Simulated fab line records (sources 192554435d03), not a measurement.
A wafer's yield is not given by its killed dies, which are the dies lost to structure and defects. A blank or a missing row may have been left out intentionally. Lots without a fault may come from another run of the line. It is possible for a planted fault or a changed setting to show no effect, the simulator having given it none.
fab line records | flow n5_finfet
[record] lots = 10 | wafers = 30 | last_day = 20
route steps=1938 shown BEOL_M2@898 BEOL_M4@1111 PASSIVATION@1936
lots untouched by any fault: they come from a run of this same line in which no faults occurred
start_h: the number of hours between the record's first day and the start of the first shown wafer of the lot | wait_h: hours from the lot's prior step to this one | " same as the row above | L1.1+2: a single row standing in for several wafers | - no value present, or no start provided | * or withheld: withheld | < > ~ a bound
route shown NAME@n: NAME is a module with steps in the file, n the number in the route of the first one | usual: mean and standard deviation over wafers with no fault | same: alike in all rows | chamber/n: place in a boat | sites: the reading at each site | _std_site: standard deviation across them | _edge_site: outer sites' mean less inner sites' | radius_mm: how far each site lies from the wafer's centre | mask NAME#n: copy n | behind: the most recent tool/chamber to have shaped the wafer | hold: why the lot was held/for how many hours/how that ended | device: the transistor (n, p or np) that didn't switch | end of line: the same wafers' tests at the end of the route | where a step has no rows: the recipe by itself | killed: dies lost to structure and defects at the first sort, not the wafer's yield | map: per-die view of a wafer (x killed, . not killed, _ where there is no die)
set.NAME: the setting that was run; set.NAME@STEP: the one run at that earlier step | model.NAME: the simulator's own value behind a step, which no gauge read
a sample of lots followed through the steps of the route, with each step as a table and each wafer as a row
[[steps]]
[step N5_BEOL_M2_CD_MEAS_35]
[recipe] target_cd_nm = 18 | target_cd_y_nm = 22.2 | polarity = opening
[usual] cd_nm = 18.07/0.29
lot.wafer | tool      | chamber | start_h | wait_h | cd_nm
L518.3    | cd_sem-01 | -       | 171.02  | 0.0    | 17.57
L518.4    | "         | -       | "       | "      | 17.91
L518.5    | "         | -       | "       | "      | 17.76
L521.1    | cd_sem-01 | -       | 204.22  | 0.0    | 18.44
L521.2    | "         | -       | "       | "      | 17.86
L521.5    | "         | -       | "       | "      | 18.10
L526.3    | cd_sem-03 | -       | 225.01  | 0.0    | 17.87
L526.5    | "         | -       | "       | "      | 18.08
L526.6    | "         | -       | "       | "      | 18.11
L536.2    | cd_sem-01 | -       | 251.63  | 0.0    | 18.44
L536.3    | "         | -       | "       | "      | 17.58
L536.4    | "         | -       | "       | "      | 17.66
L533.2    | cd_sem-02 | -       | 261.58  | 0.0    | 18.27
L533.4    | "         | -       | "       | "      | 18.26
L533.5    | "         | -       | "       | "      | 17.77
L537.3    | cd_sem-02 | -       | 287.19  | 0.0    | 18.19
L537.5    | "         | -       | "       | "      | 17.77
L537.6    | "         | -       | "       | "      | 17.75
L539.1    | cd_sem-03 | -       | 292.37  | 0.0    | 18.25
L539.4    | "         | -       | "       | "      | 18.53
L539.6    | "         | -       | "       | "      | 18.51
L523.1    | cd_sem-01 | -       | 297.05  | 0.0    | 18.03
L523.2    | "         | -       | "       | "      | 17.88
L523.6    | "         | -       | "       | "      | 17.90
L540.1    | cd_sem-03 | -       | 305.94  | 0.0    | 17.82
L540.3    | "         | -       | "       | "      | 17.83
L540.6    | "         | -       | "       | "      | 18.37
L538.1    | cd_sem-02 | -       | 306.01  | 0.0    | 18.17
L538.2    | "         | -       | "       | "      | 18.55
L538.6    | "         | -       | "       | "      | 18.50
[step N5_BEOL_M2_SPUTTER_86]
[recipe] material = Cu | target_thk_a = 45 | temp_c = -20 | chamber_pressure_pa = 0.07 | power_w = withheld | time_s = 8.29
[usual] chamber_pressure_pa = 0.07001/0.00014 | chuck_gas_flow_sccm = 1.26/0.053 | chuck_sensor_temp_C = -16.1/0.38 | throttle_valve_pct = 29.9/1
lot.wafer | tool           | chamber | start_h | wait_h | chamber_pressure_pa | chuck_gas_flow_sccm | chuck_sensor_temp_C | throttle_valve_pct
L518.3    | pvd_sputter-03 | -       | 172.91  | 0.1    | 0.0698              | 1.18                | -16.1               | 31.1
L518.4    | "              | -       | "       | "      | 0.06996             | 1.17                | -15.7               | 30.6
L518.5    | "              | -       | "       | "      | 0.06967             | 1.30                | -15.6               | 29.8
L521.1    | pvd_sputter-03 | -       | 205.97  | 0.1    | 0.07005             | 1.25                | -16.7               | 29.0
L521.2    | "              | -       | "       | "      | 0.07006             | 1.25                | -16.1               | 31.0
L521.5    | "              | -       | "       | "      | 0.07025             | 1.21                | -16.8               | 29.0
L526.3    | pvd_sputter-01 | -       | 226.52  | 0.1    | 0.06994             | 1.16                | -16.0               | 28.9
L526.5    | "              | -       | "       | "      | 0.07021             | 1.32                | -15.8               | 30.4
L526.6    | "              | -       | "       | "      | 0.06998             | 1.31                | -16.3               | 29.6
L536.2    | pvd_sputter-02 | -       | 253.34  | 0.1    | 0.06986             | 1.24                | -16.0               | 27.1
L536.3    | "              | -       | "       | "      | 0.07022             | 1.13                | -17.0               | 30.1
L536.4    | "              | -       | "       | "      | 0.06989             | 1.29                | -16.7               | 31.0
L533.2    | pvd_sputter-02 | -       | 263.73  | 0.1    | -                   | -                   | -                   | -
L533.4    | "              | -       | "       | "      | -                   | -                   | -                   | -
L533.5    | "              | -       | "       | "      | -                   | -                   | -                   | -
L537.3    | pvd_sputter-02 | -       | 288.83  | 0.1    | 0.07001             | 1.27                | -15.9               | 27.4
L537.5    | "              | -       | "       | "      | 0.07002             | 1.26                | -16.9               | 30.0
L537.6    | "              | -       | "       | "      | 0.07015             | 1.27                | -15.8               | 27.3
L539.1    | pvd_sputter-01 | -       | 293.92  | 0.1    | 0.07003             | 1.32                | -15.8               | 30.4
L539.4    | "              | -       | "       | "      | 0.07001             | 1.21                | -16.0               | 30.3
L539.6    | "              | -       | "       | "      | 0.07015             | 1.18                | -15.8               | 30.7
L523.1    | pvd_sputter-01 | -       | 298.88  | 0.1    | -                   | -                   | -                   | -
L523.2    | "              | -       | "       | "      | -                   | -                   | -                   | -
L523.6    | "              | -       | "       | "      | -                   | -                   | -                   | -
L540.1    | pvd_sputter-02 | -       | 307.60  | 0.1    | 0.06995             | 1.25                | -16.0               | 27.2
L540.3    | "              | -       | "       | "      | 0.06991             | 1.28                | -15.9               | 30.3
L540.6    | "              | -       | "       | "      | 0.07001             | 1.25                | -16.8               | 30.9
L538.1    | pvd_sputter-01 | -       | 307.88  | 0.1    | 0.06995             | 1.31                | -16.6               | 29.9
L538.2    | "              | -       | "       | "      | 0.07007             | 1.17                | -16.1               | 30.3
L538.6    | "              | -       | "       | "      | 0.07006             | 1.29                | -16.1               | 28.7
[step N5_BEOL_M2_ANNEAL_91]
[recipe] temp_c = 400 | time_s = 240 | ambient = vacuum
[usual] heater_power_w = 834/76
lot.wafer | tool           | chamber | start_h | wait_h | heater_power_w
L518.3    | pvd_sputter-03 | -       | 173.43  | 0.0    | 737
L518.4    | "              | -       | "       | "      | 895
L518.5    | "              | -       | "       | "      | 746
L521.1    | pvd_sputter-03 | -       | 206.49  | 0.0    | 917
L521.2    | "              | -       | "       | "      | 721
L521.5    | "              | -       | "       | "      | 900
L526.3    | pvd_sputter-01 | -       | 227.04  | 0.0    | 927
L526.5    | "              | -       | "       | "      | 724
L526.6    | "              | -       | "       | "      | 829
L536.2    | pvd_sputter-02 | -       | 253.86  | 0.0    | 860
L536.3    | "              | -       | "       | "      | 747
L536.4    | "              | -       | "       | "      | 813
L533.2    | pvd_sputter-02 | -       | 264.25  | 0.0    | 843
L533.4    | "              | -       | "       | "      | 752
L533.5    | "              | -       | "       | "      | 753
L537.3    | pvd_sputter-02 | -       | 289.35  | 0.0    | 843
L537.5    | "              | -       | "       | "      | 789
L537.6    | "              | -       | "       | "      | 819
L539.1    | pvd_sputter-01 | -       | 294.44  | 0.0    | 729
L539.4    | "              | -       | "       | "      | 909
L539.6    | "              | -       | "       | "      | 725
L523.1    | pvd_sputter-01 | -       | 299.40  | 0.0    | 938
L523.2    | "              | -       | "       | "      | 819
L523.6    | "              | -       | "       | "      | 932
L540.1    | pvd_sputter-02 | -       | 308.12  | 0.0    | 837
L540.3    | "              | -       | "       | "      | 879
L540.6    | "              | -       | "       | "      | 810
L538.1    | pvd_sputter-01 | -       | 308.40  | 0.0    | 828
L538.2    | "              | -       | "       | "      | 911
L538.6    | "              | -       | "       | "      | 925
[step N5_BEOL_M2_SPUTTER_92]
[recipe] material = Cu | target_thk_a = 45 | temp_c = -20 | chamber_pressure_pa = 0.07 | power_w = withheld | time_s = 8.29
[usual] chamber_pressure_pa = 0.06999/0.00015 | chuck_gas_flow_sccm = 1.27/0.06 | chuck_sensor_temp_C = -16.1/0.4 | throttle_valve_pct = 29.9/0.98
lot.wafer | tool           | chamber | start_h | wait_h | chamber_pressure_pa | chuck_gas_flow_sccm | chuck_sensor_temp_C | throttle_valve_pct
L518.3    | pvd_sputter-03 | -       | 173.57  | 0.1    | 0.06996             | 1.27                | -16.2               | 31.0
L518.4    | "              | -       | "       | "      | 0.06991             | 1.25                | -15.6               | 30.5
L518.5    | "              | -       | "       | "      | 0.06994             | 1.20                | -15.5               | 29.7
L521.1    | pvd_sputter-03 | -       | 206.63  | 0.1    | 0.06983             | 1.28                | -16.5               | 29.0
L521.2    | "              | -       | "       | "      | 0.07007             | 1.39                | -16.2               | 31.0
L521.5    | "              | -       | "       | "      | 0.06982             | 1.33                | -16.5               | 29.0
L526.3    | pvd_sputter-01 | -       | 227.18  | 0.1    | 0.06982             | 1.30                | -15.9               | 28.5
L526.5    | "              | -       | "       | "      | 0.06995             | 1.30                | -15.7               | 30.5
L526.6    | "              | -       | "       | "      | 0.07006             | 1.27                | -16.3               | 29.5
L536.2    | pvd_sputter-02 | -       | 254.00  | 0.1    | 0.0701              | 1.26                | -16.1               | 27.1
L536.3    | "              | -       | "       | "      | 0.07011             | 1.12                | -17.1               | 29.8
L536.4    | "              | -       | "       | "      | 0.06996             | 1.31                | -16.9               | 30.8
L533.2    | pvd_sputter-02 | -       | 264.39  | 0.1    | 0.07004             | 1.26                | -16.0               | 27.3
L533.4    | "              | -       | "       | "      | 0.07008             | 1.35                | -16.9               | 30.3
L533.5    | "              | -       | "       | "      | 0.06996             | 1.25                | -17.0               | 29.9
L537.3    | pvd_sputter-02 | -       | 289.49  | 0.1    | 0.06995             | 1.22                | -15.8               | 27.1
L537.5    | "              | -       | "       | "      | 0.06991             | 1.28                | -16.8               | 29.9
L537.6    | "              | -       | "       | "      | 0.06976             | 1.29                | -16.0               | 27.1
L539.1    | pvd_sputter-01 | -       | 294.58  | 0.1    | 0.06998             | 1.20                | -15.8               | 30.8
L539.4    | "              | -       | "       | "      | 0.06999             | 1.21                | -16.1               | 30.4
L539.6    | "              | -       | "       | "      | 0.06991             | 1.18                | -15.6               | 30.9
L523.1    | pvd_sputter-01 | -       | 299.54  | 0.1    | 0.07013             | 1.29                | -16.1               | 28.9
L523.2    | "              | -       | "       | "      | 0.06999             | 1.34                | -16.3               | 29.8
L523.6    | "              | -       | "       | "      | 0.07004             | 1.27                | -16.1               | 28.9
L540.1    | pvd_sputter-02 | -       | 308.26  | 0.1    | 0.06996             | 1.24                | -15.9               | 27.4
L540.3    | "              | -       | "       | "      | 0.07006             | 1.34                | -16.0               | 30.1
L540.6    | "              | -       | "       | "      | 0.07                | 1.31                | -16.8               | 30.8
L538.1    | pvd_sputter-01 | -       | 308.54  | 0.1    | 0.0701              | 1.35                | -16.4               | 29.8
L538.2    | "              | -       | "       | "      | 0.07006             | 1.41                | -16.0               | 30.5
L538.6    | "              | -       | "       | "      | 0.06996             | 1.16                | -16.1               | 29.0
[step N5_BEOL_M4_RC_MEAS_101]
[usual] DIBL_N = 36.0/1.3 | DIBL_P = 36.2/1.7 | IOFF_N = 0.155/0.024 | IOFF_P = 0.21/0.034 | ION_N = 674/9 | ION_P = 463/7.1 | SS_N = 71.4/0.5 | SS_P = 73.4/0.57 | VT_N = 250.0/2.8 | VT_P = -251/3.2
lot.wafer | tool      | chamber | start_h | wait_h | DIBL_N[mV/V] | DIBL_P[mV/V] | IOFF_N[nA/um] | IOFF_P[nA/um] | ION_N[uA/um] | ION_P[uA/um] | SS_N[mV/dec] | SS_P[mV/dec] | VT_N[mV] | VT_P[mV]
L518.3    | prober-01 | 0       | 211.10  | 0.3    | 34.4         | 34.2         | 0.113         | 0.17          | 654          | 457          | 70.8         | 72.5         | 255.3    | -254
L518.4    | "         | 0       | "       | "      | 32.8         | 32.1         | 0.097         | 0.14          | 654          | 454          | 70.5         | 72.9         | 255.2    | -256
L518.5    | "         | 0       | "       | "      | 34.7         | 34.6         | 0.123         | 0.18          | 664          | 460          | 71.1         | 73.6         | 254.6    | -253
L521.1    | prober-02 | 0       | 252.50  | 0.0    | 35.3         | 33.8         | 0.133         | 0.19          | 674          | 466          | 71.6         | 72.8         | 251.5    | -251
L521.2    | "         | 0       | "       | "      | 37.4         | 36.0         | 0.164         | 0.22          | 681          | 467          | 71.4         | 73.2         | 247.7    | -250
L521.5    | "         | 0       | "       | "      | 35.4         | 33.4         | 0.134         | 0.19          | 665          | 463          | 71.7         | 73.0         | 251.1    | -251
L526.3    | prober-02 | 0       | 275.80  | 0.3    | 36.0         | 37.5         | 0.157         | 0.21          | 672          | 459          | 71.7         | 73.4         | 250.7    | -251
L526.5    | "         | 0       | "       | "      | 35.0         | 35.7         | 0.144         | 0.18          | 667          | 452          | 71.4         | 73.0         | 251.3    | -252
L526.6    | "         | 0       | "       | "      | 35.2         | 36.4         | 0.153         | 0.19          | 678          | 462          | 70.7         | 74.2         | 250.9    | -251
L536.2    | prober-02 | 0       | 296.02  | 0.2    | 38.0         | 38.1         | 0.182         | 0.29          | 677          | 472          | 71.6         | 74.0         | 249.0    | -244
L536.3    | "         | 0       | "       | "      | 38.5         | 38.8         | 0.194         | 0.30          | 677          | 472          | 72.2         | 74.7         | 250.4    | -244
L536.4    | "         | 0       | "       | "      | 37.6         | 37.3         | 0.169         | 0.27          | 682          | 474          | 71.2         | 73.8         | 250.2    | -244
L533.2    | prober-02 | 0       | 311.95  | 0.2    | 37.7         | 36.4         | 0.176         | 0.26          | 683          | 472          | 71.4         | 74.0         | 245.8    | -246
L533.4    | "         | 0       | "       | "      | 35.4         | 33.7         | 0.134         | 0.21          | 668          | 465          | 72.0         | 73.5         | 247.5    | -246
L533.5    | "         | 0       | "       | "      | 38.0         | 37.1         | 0.192         | 0.28          | 678          | 473          | 72.3         | 73.9         | 245.9    | -243
L537.3    | prober-01 | 0       | 327.52  | 0.3    | 36.7         | 36.2         | 0.164         | 0.24          | 680          | 473          | 72.1         | 73.5         | 250.9    | -246
L537.5    | "         | 0       | "       | "      | 37.5         | 37.5         | 0.180         | 0.26          | 683          | 476          | 72.1         | 74.1         | 251.2    | -246
L537.6    | "         | 0       | "       | "      | 36.4         | 36.1         | 0.156         | 0.23          | 680          | 472          | 72.2         | 73.3         | 250.9    | -247
L523.1    | prober-02 | 0       | 347.29  | 0.0    | 36.1         | 37.0         | 0.162         | 0.20          | 674          | 458          | 71.9         | 73.4         | 249.5    | -251
L523.2    | "         | 0       | "       | "      | 36.3         | 37.2         | 0.155         | 0.20          | 663          | 451          | 71.7         | 72.9         | 251.1    | -254
L523.6    | "         | 0       | "       | "      | 34.5         | 35.2         | 0.132         | 0.18          | 660          | 453          | 71.2         | 73.7         | 252.5    | -254
L540.1    | prober-01 | 0       | 358.50  | 0.0    | 34.6         | 34.0         | 0.126         | 0.16          | 657          | 447          | 70.6         | 73.1         | 257.1    | -257
L540.3    | "         | 0       | "       | "      | 33.5         | 33.6         | 0.124         | 0.16          | 658          | 453          | 71.5         | 72.0         | 253.6    | -256
L540.6    | "         | 0       | "       | "      | 33.9         | 33.6         | 0.121         | 0.16          | 655          | 453          | 71.5         | 73.2         | 253.1    | -256
L538.1    | prober-01 | 0       | 369.43  | 0.0    | 34.5         | 35.1         | 0.136         | 0.18          | 669          | 456          | 70.9         | 73.0         | 251.0    | -253
L538.2    | "         | 0       | "       | "      | 36.4         | 37.7         | 0.172         | 0.22          | 680          | 468          | 71.4         | 73.1         | 246.8    | -251
L538.6    | "         | 0       | "       | "      | 35.0         | 35.5         | 0.146         | 0.19          | 671          | 467          | 71.5         | 72.6         | 249.7    | -251
L539.1    | prober-01 | 0       | 373.59  | 0.0    | 34.7         | 32.5         | 0.112         | 0.16          | 663          | 452          | 71.0         | 73.3         | 256.1    | -255
L539.4    | "         | 0       | "       | "      | 35.3         | 34.4         | 0.135         | 0.18          | 673          | 460          | 70.2         | 72.5         | 253.0    | -251
L539.6    | "         | 0       | "       | "      | 35.4         | 33.5         | 0.127         | 0.17          | 668          | 458          | 70.6         | 72.5         | 254.5    | -253
[step N5_PASSIVATION_PROBE_49]
[usual] defect_limited_yield = 90.8/1.7 | killed_at_M0_to_M3 = 37/12 | killed_at_M4_up = 15/5.6 | killed_at_contacts = 13/6.9 | killed_at_front_end = 40/11 | killed_at_other = 4/3.2 | killed_dies = 109/20 | killed_open = 73/15 | killed_short = 35/8.3 | sort_bin_5_function = 5.4/1.1 | sort_bin_6_memory = 3.5/0.73 | sort_n_pass = 1071/20 | sort_yield_pct = 90.8/1.7
[same] gross_dies = 1180 | killed_at_back_side = 0 | sort_bin_4_leakage[%] = 0 | sort_bin_8_speed[%] = 0
lot.wafer | tool      | chamber | start_h | wait_h | defect_limited_yield[%] | killed_at_M0_to_M3 | killed_at_M4_up | killed_at_contacts | killed_at_front_end | killed_at_other | killed_dies | killed_open | killed_short | sort_bin_5_function[%] | sort_bin_6_memory[%] | sort_n_pass | sort_yield_pct[%]
L533.2    | prober-02 | -       | 424.92  | 0.1    | 90.3                    | 31                 | 28              | 8                  | 44                  | 4               | 115         | 69          | 41           | 5.3                    | 3.6                  | 1065        | 90.3
L533.4    | prober-02 | -       | 425.02  | 0.2    | 87.2                    | 51                 | 15              | 7                  | 76                  | 2               | 151         | 107         | 38           | 7.5                    | 4.8                  | 1029        | 87.2
L533.5    | prober-02 | -       | 425.07  | 0.2    | 91.9                    | 34                 | 19              | 6                  | 33                  | 3               | 95          | 59          | 32           | 5.3                    | 2.5                  | 1085        | 91.9
L540.1    | prober-02 | -       | 464.55  | 0.0    | 92.9                    | 29                 | 11              | 14                 | 23                  | 7               | 84          | 50          | 34           | 4.4                    | 2.3                  | 1096        | 92.9
L540.3    | prober-02 | -       | 464.65  | 0.1    | 92.5                    | 28                 | 16              | 8                  | 33                  | 4               | 89          | 57          | 31           | 4.1                    | 3.2                  | 1091        | 92.5
L540.6    | prober-02 | -       | 464.80  | 0.3    | 93.0                    | 24                 | 8               | 4                  | 36                  | 11              | 83          | 50          | 33           | 3.8                    | 2.9                  | 1097        | 93.0
L523.1    | prober-01 | -       | 466.97  | 0.0    | 93.0                    | 43                 | 8               | 7                  | 24                  | 1               | 83          | 52          | 24           | 4.0                    | 2.8                  | 1097        | 93.0
L523.2    | prober-01 | -       | 467.02  | 0.1    | 91.4                    | 51                 | 17              | 4                  | 28                  | 1               | 101         | 60          | 35           | 4.6                    | 3.6                  | 1079        | 91.4
L523.6    | prober-01 | -       | 467.22  | 0.3    | 91.9                    | 37                 | 16              | 4                  | 34                  | 4               | 95          | 49          | 35           | 5.1                    | 2.7                  | 1085        | 91.9
// killed by level:class
L533.2 BEOL_M4:geometric_particle:open=16 FIN_SAQP:geometric_particle:short=15 DUMMY_GATE:geometric_particle:open=7 MOL_CONTACT_COAG:geometric_particle:open=7 BEOL_M2:geometric_particle:open=7 BEOL_M4:geometric_particle:short=7 BEOL_M1:geometric_particle:open=5 FIN_SAQP:geometric_particle:open=4
L533.4 FIN_SAQP:geometric_particle:short=17 STI_FIN_REVEAL:geometric_particle:open=16 BEOL_M0_SAQP:geometric_particle:open=15 FIN_SAQP:geometric_particle:open=14 BEOL_M2:geometric_particle:open=13 BEOL_M4:geometric_particle:open=9 BEOL_M1:geometric_particle:open=8 DUMMY_GATE:geometric_particle:open=7
L533.5 BEOL_M4:geometric_particle:open=11 FIN_SAQP:geometric_particle:open=7 BEOL_M0_SAQP:geometric_particle:short=7 BEOL_M0_SAQP:geometric_particle:open=7 BEOL_M3:geometric_particle:open=7 MOL_CONTACT_COAG:geometric_particle:open=5 FIN_SAQP:geometric_particle:short=3 SDB:geometric_particle:short=3
L540.1 MOL_CONTACT_COAG:geometric_particle:open=14 BEOL_M0_SAQP:geometric_particle:short=10 BEOL_M0_SAQP:geometric_particle:open=10 FIN_SAQP:geometric_particle:short=9 BEOL_M1:geometric_particle:open=5 BEOL_M4:geometric_particle:open=4 FIN_SAQP:geometric_particle:open=3 DUMMY_GATE:geometric_particle:open=3
L540.3 FIN_SAQP:geometric_particle:open=7 MOL_CONTACT_COAG:geometric_particle:open=7 BEOL_M4:geometric_particle:open=6 FIN_SAQP:geometric_particle:short=5 BEOL_M1:geometric_particle:open=5 BEOL_M2:geometric_particle:open=5 STARTING-WAFER:geometric_particle:short=5 ILD0:geometric_particle:open=4
L540.6 ILD0:geometric_particle:short=7 GATE_CUT:geometric_particle:short=6 BEOL_M0_SAQP:geometric_particle:short=6 BEOL_M0_SAQP:geometric_particle:open=5 BEOL_M1:geometric_particle:open=5 FIN_SAQP:geometric_particle:open=4 MIM_BOT:geometric_particle:open=4 DUMMY_GATE:geometric_particle:open=3
L523.1 BEOL_M2:geometric_particle:open=15 BEOL_M0_SAQP:geometric_particle:open=8 MOL_CONTACT_COAG:geometric_particle:open=4 BEOL_M0_SAQP:geometric_particle:short=4 BEOL_M3:geometric_particle:open=4 STARTING-WAFER:geometric_particle:open=4 STARTING-WAFER:geometric_particle:short=4 BEOL_M2:interface_void_opened=4
L523.2 BEOL_M0_SAQP:geometric_particle:short=9 BEOL_M3:geometric_particle:open=9 DUMMY_GATE:geometric_particle:open=8 BEOL_M2:geometric_particle:open=8 GATE_CUT:geometric_particle:short=7 BEOL_M0_SAQP:geometric_particle:open=6 BEOL_M1:geometric_particle:open=6 BEOL_M2:geometric_particle:short=5
L523.6 BEOL_M2:geometric_particle:open=11 GATE_CUT:geometric_particle:short=9 BEOL_M2:interface_void_opened=9 BEOL_M0_SAQP:geometric_particle:short=7 DUMMY_GATE:geometric_particle:open=6 MOL_CONTACT_COAG:geometric_particle:open=4 BEOL_M1:geometric_particle:open=4 BEOL_M4:geometric_particle:open=4
[[key]]
[first_sign] step = N5_BEOL_M2_SPUTTER_86 | reading = tool_record | direction = missing
effect none on later readings
met_at N5_BEOL_M2_SPUTTER_86
struck_lots L523,L533
not_acting_at N5_BEOL_M2_CD_MEAS_35,N5_BEOL_M2_ANNEAL_91,N5_BEOL_M2_SPUTTER_92
onset_between 253.34 263.73
[fault] kind = skipped_step_whole | tool = pvd_sputter-01,pvd_sputter-02 | chamber = - | onset_h = 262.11 | steps = N5_BEOL_M2_SPUTTER_86 | scope = struck_lots_only
